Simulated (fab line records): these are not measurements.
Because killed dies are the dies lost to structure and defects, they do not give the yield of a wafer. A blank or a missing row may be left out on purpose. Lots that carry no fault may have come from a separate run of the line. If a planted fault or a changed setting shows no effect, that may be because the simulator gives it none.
2 desks looking at one fault    flow nandHarc    each desk has only its own numbers; what lay behind them comes last

AT THE METROLOGY DESK
Means of the sampled wafers that have a number, per lot and without regard to the tool the lot ran on: this is what the gauges read. Any lot whose mean is over 4 standard deviations away from the usual mean is out of limits and marked OUT; that distance is given in the brackets.
Columns: A = cdNm at NHARC_P_BONDPAD_CD_MEAS_09, usual 500.4 nm; B = overlayXNm at NHARC_P_BONDPAD_OVL_MEAS_38, usual -1 nm; C = overlayYNm at NHARC_P_BONDPAD_OVL_MEAS_38, usual 0 nm; D = cdNm at NHARC_P_BONDPAD_CD_MEAS_13, usual 500.1 nm
lot   first seen here  A      B   C    D
L886  day 7 00:00      500.0  0   8    498.9
L897  day 11 04:01     500.4  -8  5    499.4
L899  day 12 04:31     499.5  1   1    499.3
L902  day 13 08:43     501.8  7   -3   500.8
L907  day 15 04:20     501.8  -4  -10  501.3
Result from this desk: across the 5 lots, nothing is out of limits.

AT THE TOOL OWNER'S DESK: rieDiel-05
The tool's own readings at NHARC_P_BONDPAD_ETCH_24 (etches the open film in CF4/N2, target depth 30 nm, time 72.99 s): means of the sampled wafers that have a number, for each lot that ran on this tool. Any lot whose mean is over 4 standard deviations away from the usual mean is out of limits and marked OUT; that distance is given in the brackets.
Columns: A = biasW at NHARC_P_BONDPAD_ETCH_24, usual 100.01 W; B = drypumpMotorCurrentA at NHARC_P_BONDPAD_ETCH_24, usual 5.5 A; C = oesProductAu at NHARC_P_BONDPAD_ETCH_24, usual 0.999 a.u.; D = rfVppV at NHARC_P_BONDPAD_ETCH_24, usual 314.6 V; E = showerheadPlenumPTorr at NHARC_P_BONDPAD_ETCH_24, usual 2.65 Torr; F = throttleValvePct at NHARC_P_BONDPAD_ETCH_24, usual 19.794 %
lot   first seen here  A       B    C                D      E     F
L897  day 11 04:46     100.04  5.6  0.998            314.8  2.71  19.792
L902  day 13 09:28     100.10  5.4  0.880 (-11) OUT  314.9  2.64  19.786
This desk's verdict: out of limits on L902, starting with L902 at day 13 09:28 (oesProductAu at NHARC_P_BONDPAD_ETCH_24). Within limits: L897.

BROUGHT TOGETHER
The tool owner's desk could have raised an alarm at day 13 09:28, on L902.
Metrology desk: nothing out of limits seen.
The metrology desk holds a record of L902, inside its limits.
On rieDiel-05, each named lot ran NHARC_P_BONDPAD_ETCH_24.

WHAT THE SIMULATOR HAD INSERTED
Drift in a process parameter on rieDiel-05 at NHARC_P_BONDPAD_ETCH_24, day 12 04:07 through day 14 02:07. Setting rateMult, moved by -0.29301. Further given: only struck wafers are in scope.
Lots struck among those shown: L902.
How many hours passed from the start of the fault until each desk's first out-of-limits reading: the tool owner's desk, 29.
